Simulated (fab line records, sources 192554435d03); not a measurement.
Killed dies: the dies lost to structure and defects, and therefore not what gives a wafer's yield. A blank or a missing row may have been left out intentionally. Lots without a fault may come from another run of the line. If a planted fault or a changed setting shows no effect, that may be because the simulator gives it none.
Lot-split experiment + flow n5_finfet + 39 wafers read from 7 lots, route of 1938 steps

== ON THE SPLIT ==
At N5_BEOL_M9_ETCH_62 (etches SOC in N2/H2, target depth 110 nm, overetch 22 nm, time 165 s), the setting time_s was moved away from the recipe's 165 s on 12 of the 39 wafers read, by -29.5% to +57.3%. The other wafers ran this setting at the recipe's value.

The split's own step is where the reading is taken.

== THE READING ==
SiARC_of_BEOL_M9_COAT_60.thk_nm (the simulator's own value, which no gauge read), in nm, at N5_BEOL_M9_ETCH_62 (etches SOC in N2/H2, target depth 110 nm, overetch 22 nm, time 165 s). The file does not state a usual value for it. Average 23.4 nm, standard deviation 0.3 nm, over the 27 wafers here run with the recipe.

| wafer  | tool, chamber at the split | time_s as run, s | against the recipe | SiARC_of_BEOL_M9_COAT_60.thk_nm, nm | against lot-mates on the recipe |
|--------|----------------------------|------------------|--------------------|-------------------------------------|---------------------------------|
| L078.2 | rie_diel-04, 0             | 165              | recipe             | 23.8                                | -                               |
| L078.3 | rie_diel-04, 1             | 165              | recipe             | 22.8                                | -                               |
| L078.4 | rie_diel-04, 2             | 165              | recipe             | 23.6                                | -                               |
| L076.1 | rie_diel-01, 2,1,2         | 165              | recipe             | 23.2                                | -                               |
| L076.2 | rie_diel-01, 2,1,2         | 165              | recipe             | 23.2                                | -                               |
| L076.5 | rie_diel-01, 2,1,2         | 165              | recipe             | 23.2                                | -                               |
| L076.3 | rie_diel-01, 3             | 250.6            | +51.9%             | 20.8                                | -2.4                            |
| L076.4 | rie_diel-01, 0             | 250.6            | +51.9%             | 20.4                                | -2.8                            |
| L076.6 | rie_diel-01, 1             | 250.6            | +51.9%             | 19.8                                | -3.4                            |
| L080.1 | rie_diel-04, 1             | 165              | recipe             | 23                                  | -                               |
| L080.5 | rie_diel-04, 1             | 165              | recipe             | 23                                  | -                               |
| L080.2 | rie_diel-04, 2             | 125.9            | -23.7%             | 25.2                                | +2.0                            |
| L080.3 | rie_diel-04, 0             | 125.9            | -23.7%             | 25.4                                | +2.2                            |
| L080.4 | rie_diel-04, 3             | 125.9            | -23.7%             | 25                                  | +1.8                            |
| L080.6 | rie_diel-04, 2             | 165              | recipe             | 23.6                                | -                               |
| L082.1 | rie_diel-03, 0,2,0,2       | 165              | recipe             | 23.2                                | -                               |
| L082.3 | rie_diel-03, 0,2,0,2       | 165              | recipe             | 23.2                                | -                               |
| L082.5 | rie_diel-03, 0,2,0,2       | 165              | recipe             | 23.2                                | -                               |
| L082.6 | rie_diel-03, 0,2,0,2       | 165              | recipe             | 23.2                                | -                               |
| L082.2 | rie_diel-03, 1             | 165              | recipe             | 23.4                                | -                               |
| L082.4 | rie_diel-03, 3             | 165              | recipe             | 23.6                                | -                               |
| L084.1 | rie_diel-01, 0             | 259.5            | +57.3%             | 20                                  | -3.5                            |
| L084.2 | rie_diel-01, 1             | 259.5            | +57.3%             | 19.4                                | -4.1                            |
| L084.3 | rie_diel-01, 3             | 165              | recipe             | 23.8                                | -                               |
| L084.4 | rie_diel-01, 2             | 165              | recipe             | 23.2                                | -                               |
| L084.5 | rie_diel-01, 0             | 165              | recipe             | 23.6                                | -                               |
| L084.6 | rie_diel-01, 3             | 259.5            | +57.3%             | 20.4                                | -3.1                            |
| L092.1 | rie_diel-01, 1             | 165              | recipe             | 23.4                                | -                               |
| L092.6 | rie_diel-01, 1             | 165              | recipe             | 23.4                                | -                               |
| L092.2 | rie_diel-01, 2             | 165              | recipe             | 23.2                                | -                               |
| L092.3 | rie_diel-01, 0             | 165              | recipe             | 23.6                                | -                               |
| L092.5 | rie_diel-01, 0             | 165              | recipe             | 23.6                                | -                               |
| L092.4 | rie_diel-01, 3             | 165              | recipe             | 24                                  | -                               |
| L094.1 | rie_diel-04, 2             | 165              | recipe             | 23.6                                | -                               |
| L094.2 | rie_diel-04, 1             | 116.4            | -29.5%             | 25.2                                | +1.5                            |
| L094.3 | rie_diel-04, 0             | 116.4            | -29.5%             | 25.8                                | +2.1                            |
| L094.4 | rie_diel-04, 3             | 116.4            | -29.5%             | 25.4                                | +1.7                            |
| L094.5 | rie_diel-04, 3             | 165              | recipe             | 23.4                                | -                               |
| L094.6 | rie_diel-04, 0             | 165              | recipe             | 24                                  | -                               |
If several chambers appear in one row, that row covers several wafers at once and the file leaves open which wafer was in which chamber.

THE FIT
A straight line over all 39 wafers: SiARC_of_BEOL_M9_COAT_60.thk_nm changes by -0.0628 nm for each +1% of time_s; r = -0.98; the points scatter about the line by 0.33 nm.
The same after taking each lot's own level away (the mean of its wafers on the recipe; 39 wafers): -0.062 nm for each +1%; r = -0.98; scatter 0.33 nm.
According to that fit, moving time_s by its largest amount changes the reading by 3.6 nm.
The span of the lots' own levels, 23.20 to 23.67 nm, comes to 1.6 times the standard deviation stated above.
So the lot-to-lot level changes the slope little: the two slopes agree.
Check: for one of the wafers moved furthest among these (+57.3%), held out of the fit, the line's prediction against its lot-mates is -3.48 nm. It came out at -3.53 nm against them.

== THE WHOLE CHAIN: every reading that the file lists as answering this split, in the file's order ==
| step                  | what it does                                                         | reading                                                                          | change (the file's fit)                                                              | r (the file's) |
|-----------------------|----------------------------------------------------------------------|----------------------------------------------------------------------------------|--------------------------------------------------------------------------------------|----------------|
| N5_BEOL_M9_ETCH_62    | etches SOC in N2/H2, target depth 110 nm, overetch 22 nm, time 165 s | SiARC_of_BEOL_M9_COAT_60.thk_nm (the simulator's own value, which no gauge read) | -0.0615 nm for each +1% of the setting                                               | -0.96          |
| N5_BEOL_M9_HM_OPEN_17 | chemistry Cl2/BCl3, target TiN, target depth 20 nm, overetch 6 nm    | etch.depth_nm (the simulator's own value, which no gauge read)                   | not straight: 20.14 at the lowest setting, 20.12 at the recipe, 11.27 at the highest | not given      |

== THE FILE'S OWN FIT ==
SiARC_of_BEOL_M9_COAT_60.thk_nm changes by -0.0615 nm for each +1% of time_s, r = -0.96.
